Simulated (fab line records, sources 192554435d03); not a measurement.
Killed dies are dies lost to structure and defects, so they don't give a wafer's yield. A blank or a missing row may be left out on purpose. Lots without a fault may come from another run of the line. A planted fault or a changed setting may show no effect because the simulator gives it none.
One fault seen from 2 desks | flow n5_finfet | each desk has only its own numbers; what lay behind them comes last

THE METROLOGY DESK
What the gauges read, lot by lot, whatever tool the lot ran on: means of the sampled wafers that have a number. A lot is out of limits, marked OUT, if its mean lies more than 4 standard deviations from the usual mean; the brackets give that distance. Of its 10 readings 7 are shown: those that lie furthest out on some lot.
Columns: A = DIBL_P at N5_BEOL_M4_RC_MEAS_101, usual 35.6 mV/V; B = IOFF_N at N5_BEOL_M4_RC_MEAS_101, usual 0.149 nA/um; C = IOFF_P at N5_BEOL_M4_RC_MEAS_101, usual 0.20 nA/um; D = ION_N at N5_BEOL_M4_RC_MEAS_101, usual 671 uA/um; E = SS_N at N5_BEOL_M4_RC_MEAS_101, usual 71.4 mV/dec; F = VT_N at N5_BEOL_M4_RC_MEAS_101, usual 251 mV; G = VT_P at N5_BEOL_M4_RC_MEAS_101, usual -251 mV
lot  | first seen here | A    | B     | C    | D   | E    | F   | G
L217 | day 8 12:00     | 37.0 | 0.149 | 0.19 | 672 | 71.7 | 255 | -255
L226 | day 10 20:29    | 34.7 | 0.147 | 0.23 | 662 | 71.3 | 251 | -249
L228 | day 11 07:04    | 32.8 | 0.127 | 0.18 | 663 | 71.0 | 254 | -251
L230 | day 11 17:20    | 36.5 | 0.155 | 0.19 | 673 | 71.9 | 251 | -252
L232 | day 12 09:48    | 36.3 | 0.151 | 0.20 | 661 | 72.3 | 252 | -254
L233 | day 12 13:02    | 35.0 | 0.125 | 0.17 | 669 | 71.0 | 253 | -255
L234 | day 12 17:01    | 34.0 | 0.131 | 0.19 | 658 | 71.4 | 253 | -250
L235 | day 12 19:22    | 34.5 | 0.131 | 0.19 | 662 | 71.5 | 253 | -249
L236 | day 13 00:59    | 35.0 | 0.173 | 0.22 | 678 | 71.8 | 246 | -249
This desk's finding: nothing out of limits on any of the 9 lots.

THE TOOL OWNER'S DESK: rie_diel-02
The tool's own readings at N5_BEOL_M2_ETCH_63 (etches SiARC in CF4, target depth 15.6 nm, time 26 s): means of the sampled wafers that have a number, for each lot that ran on this tool. A lot is out of limits, marked OUT, if its mean lies more than 4 standard deviations from the usual mean; the brackets give that distance.
Columns: A = drypump_motor_current_A at N5_BEOL_M2_ETCH_63, usual 5.8 A; B = etch_rf_on_time_s at N5_BEOL_M2_ETCH_63, usual 25.8 s; C = oes_product_au at N5_BEOL_M2_ETCH_63, usual 0.66 a.u.; D = rf_vpp_V at N5_BEOL_M2_ETCH_63, usual 184.5 V; E = showerhead_plenum_p_Torr at N5_BEOL_M2_ETCH_63, usual 2.17 Torr; F = throttle_valve_pct at N5_BEOL_M2_ETCH_63, usual 15.69 %
lot  | first seen here | A   | B               | C    | D     | E    | F
L228 | day 10 02:22    | 6.3 | 26.0            | 0.59 | 183.8 | 2.11 | 15.52
L230 | day 10 08:12    | 6.1 | 25.5            | 0.67 | 183.8 | 2.18 | 15.82
L233 | day 11 02:56    | 6.2 | 21.7 (-9.2) OUT | 0.73 | 184.5 | 2.16 | 15.70
L234 | day 11 11:19    | 6.2 | 24.1            | 0.64 | 183.6 | 2.12 | 15.68
L235 | day 11 11:48    | 5.9 | 23.8 (-4.4) OUT | 0.68 | 184.9 | 2.17 | 15.89
This desk's finding: out of limits on L233, L235; first on L233, day 11 02:56 (etch_rf_on_time_s at N5_BEOL_M2_ETCH_63). In limits: L228, L230, L234.

PUT TOGETHER
The tool owner's desk could have raised an alarm at day 11 02:56, on L233, L235.
The metrology desk saw nothing out of limits.
The metrology desk has L233, L235 on record, within its limits.
Of the lots named, all ran N5_BEOL_M2_ETCH_63 on rie_diel-02.

WHAT THE SIMULATOR HAD PUT IN
Process parameter drift: rie_diel-02, from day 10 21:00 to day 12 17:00, at N5_BEOL_M2_ETCH_63. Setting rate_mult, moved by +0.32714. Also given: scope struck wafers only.
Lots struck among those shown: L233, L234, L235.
Hours from the fault's start to each desk's first reading out of limits: the tool owner's desk, 6.
